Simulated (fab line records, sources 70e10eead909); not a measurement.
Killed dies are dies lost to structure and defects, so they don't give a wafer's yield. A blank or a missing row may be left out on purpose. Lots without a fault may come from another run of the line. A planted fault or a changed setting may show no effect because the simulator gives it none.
Which tool did it? | flow nand_harc | 15 lots, 45 wafers sampled, at 5 steps of a route of 1159

WHAT THE GAUGES READ, wafer by wafer
NHARC_A_BONDPAD_CD_MEAS_13.
lot  | measured     | on        | cd_nm (nm)
L582 | day 18 02:16 | cd_sem-03 | 500.3 498.8 496.6
L585 | day 18 12:11 | cd_sem-03 | 501.7 500.6 499.1
L583 | day 18 14:19 | cd_sem-03 | 498.4 500.9 500.5
L584 | day 19 09:13 | cd_sem-03 | 501.2 500.1 500.9
L587 | day 19 09:23 | cd_sem-01 | 499.7 499.3 500.4
L588 | day 19 18:20 | cd_sem-01 | 499.1 496.5 496.0
L590 | day 20 07:10 | cd_sem-03 | 498.7 501.4 498.7
L594 | day 21 03:58 | cd_sem-01 | 500.5 499.8 498.4
L598 | day 21 13:58 | cd_sem-03 | 500.4 498.5 500.1
L597 | day 21 14:44 | cd_sem-02 | 499.0 501.6 499.9
L601 | day 22 10:41 | cd_sem-03 | 499.1 500.2 499.3
L605 | day 23 00:47 | cd_sem-02 | 499.2 498.9 499.6
L603 | day 23 04:56 | cd_sem-01 | 496.8 500.2 496.4
L602 | day 23 05:43 | cd_sem-03 | 500.9 501.2 498.9
L604 | day 23 08:32 | cd_sem-02 | 498.6 499.6 499.0

NHARC_END_SORT_01.
lot  | measured     | on        | killed_at_array | killed_at_other | killed_at_periphery | killed_dies | killed_open | killed_short
L584 | day 20 15:25 | prober-02 | 96 89 96        | 1 0 0           | 0 4 3               | 97 93 99    | 2 6 4       | 1 2 0
L588 | day 21 00:59 | prober-01 | 85 83 87        | 1 1 0           | 2 2 2               | 88 86 89    | 5 3 3       | 2 2 3
L590 | day 21 11:05 | prober-01 | 126 101 80      | 0 1 1           | 2 2 4               | 128 104 85  | 3 2 2       | 2 0 5

WHICH TOOL RAN EACH LOT (tool, then ch and the chambers of the sampled wafers, then the start)
lot  | NHARC_A_CONTACT_STRIP_109          | NHARC_A_M1_PVD_20                       | NHARC_A_BONDPAD_CMP_29
L582 | rie_diel-09 ch 1,2,3, day 16 21:43 | pvd_sputter-01, day 18 00:57 or earlier | cmp-04 ch 0,1, day 18 00:57
L585 | rie_diel-09 ch 0,1, day 17 15:56   | pvd_sputter-02, day 18 10:49 or earlier | cmp-01 ch 0,3, day 18 10:49
L583 | rie_diel-09 ch 1,2,3, day 17 17:06 | pvd_sputter-01, day 18 13:01 or earlier | cmp-04 ch 0,2,3, day 18 13:01
L584 | rie_diel-09 ch 0,1, day 18 12:46   | pvd_sputter-02, day 19 07:54 or earlier | cmp-04 ch 0,1,3, day 19 07:54
L587 | rie_diel-08 ch 0,2, day 18 13:08   | pvd_sputter-03, day 19 07:56 or earlier | cmp-03 ch 2,3, day 19 07:56
L588 | rie_diel-09 ch 0,3, day 18 18:25   | pvd_sputter-02, day 19 17:10 or earlier | cmp-04 ch 1,2,3, day 19 17:10
L590 | rie_diel-09 ch 1,2, day 19 12:35   | pvd_sputter-01, day 20 05:48 or earlier | cmp-03 ch 0,1, day 20 05:48
L594 | rie_diel-07 ch 1,2,3, day 20 05:59 | pvd_sputter-01, day 21 02:44 or earlier | cmp-04 ch 1,2,3, day 21 02:44
L598 | rie_diel-07 ch 0,1,2, day 20 14:05 | pvd_sputter-02, day 21 12:36 or earlier | cmp-03 ch 1,3, day 21 12:36
L597 | rie_diel-08 ch 0,2, day 20 16:35   | pvd_sputter-03, day 21 13:33 or earlier | cmp-03 ch 1,2,3, day 21 13:33
L601 | rie_diel-07 ch 1,2, day 21 13:38   | pvd_sputter-01, day 22 09:18 or earlier | cmp-01 ch 1,2, day 22 09:18
L605 | rie_diel-09 ch 1,3, day 22 05:13   | pvd_sputter-02, day 22 23:34 or earlier | cmp-04 ch 1,2,3, day 22 23:34
L603 | rie_diel-07 ch 1,2,3, day 22 12:12 | pvd_sputter-02, day 23 03:43 or earlier | cmp-03 ch 0,3, day 23 03:43
L602 | rie_diel-09 ch 0,1, day 22 13:03   | pvd_sputter-01, day 23 04:26 or earlier | cmp-01 ch 1,2, day 23 04:26
L604 | rie_diel-09 ch 0,1,3, day 22 15:55 | pvd_sputter-03, day 23 07:18 or earlier | cmp-04 ch 0,2,3, day 23 07:18
- NHARC_A_CONTACT_STRIP_109: strips in O2/COS.
- NHARC_A_M1_PVD_20: deposits TaN, target thk 5 nm, time 8.06 s.
- NHARC_A_BONDPAD_CMP_29: polishes SiCN, target thk 200 nm.

WHAT THE TOOLS THEMSELVES READ (means of the sampled wafers that have a number; where no wafer has one, the mark that the record gives instead)
NHARC_A_M1_PVD_20.
lot  | tool           | throttle_valve_pct (%)
L582 | pvd_sputter-01 | 30.7
L585 | pvd_sputter-02 | 30.7
L583 | pvd_sputter-01 | 30.5
L584 | pvd_sputter-02 | 30.2
L587 | pvd_sputter-03 | 31.1
L588 | pvd_sputter-02 | 29.1
L590 | pvd_sputter-01 | 29.7
L594 | pvd_sputter-01 | 29.7
L598 | pvd_sputter-02 | 29.8
L597 | pvd_sputter-03 | 31.1
L601 | pvd_sputter-01 | 30.5
L605 | pvd_sputter-02 | 30.2
L603 | pvd_sputter-02 | 29.1
L602 | pvd_sputter-01 | 29.3
L604 | pvd_sputter-03 | 30.7

NHARC_A_BONDPAD_CMP_29.
lot  | tool   | motor_current_A (A) | slurry_flow_ml_min
L582 | cmp-04 | 12.4                | 150.3
L585 | cmp-01 | 11.8                | 149.6
L583 | cmp-04 | 11.9                | 149.8
L584 | cmp-04 | 12.4                | 150.1
L587 | cmp-03 | 11.8                | 150.3
L588 | cmp-04 | 13.1                | 150.0
L590 | cmp-03 | 13.2                | 149.8
L594 | cmp-04 | 13.0                | 150.3
L598 | cmp-03 | 12.8                | 150.1
L597 | cmp-03 | 12.3                | 149.9
L601 | cmp-01 | 10.4                | 150.1
L605 | cmp-04 | 12.8                | 149.9
L603 | cmp-03 | 12.7                | 149.9
L602 | cmp-01 | 10.7                | 150.5
L604 | cmp-04 | 11.7                | 150.0

THE ANSWER, worked out from the rows above alone
Rule: what is usual is taken from the lots themselves. Put in order of their means at a reading, lots are off if they are a third of the lots or fewer, leave a main group of 4 or more, and stand apart from it by a gap of 3 or more times the standard deviation of the main group's means; of several such gaps the widest counts. A main group whose means are all the same, to the digits that the tables above print for the reading, isn't used. A lot without any number at a reading at which 4 lots or more have one is off too. The other lots that the step has rows for count as sound. The gauges are gone through in route order, then the tools' own readings, and for those a lot's mean is taken as printed above. The first step at which some lot is off is used, and at that step the reading that is off furthest; a lot without a number counts as furthest.
No lot is off at any reading shown: from this, nothing can be told.

WHAT THE SIMULATOR HAD PUT IN
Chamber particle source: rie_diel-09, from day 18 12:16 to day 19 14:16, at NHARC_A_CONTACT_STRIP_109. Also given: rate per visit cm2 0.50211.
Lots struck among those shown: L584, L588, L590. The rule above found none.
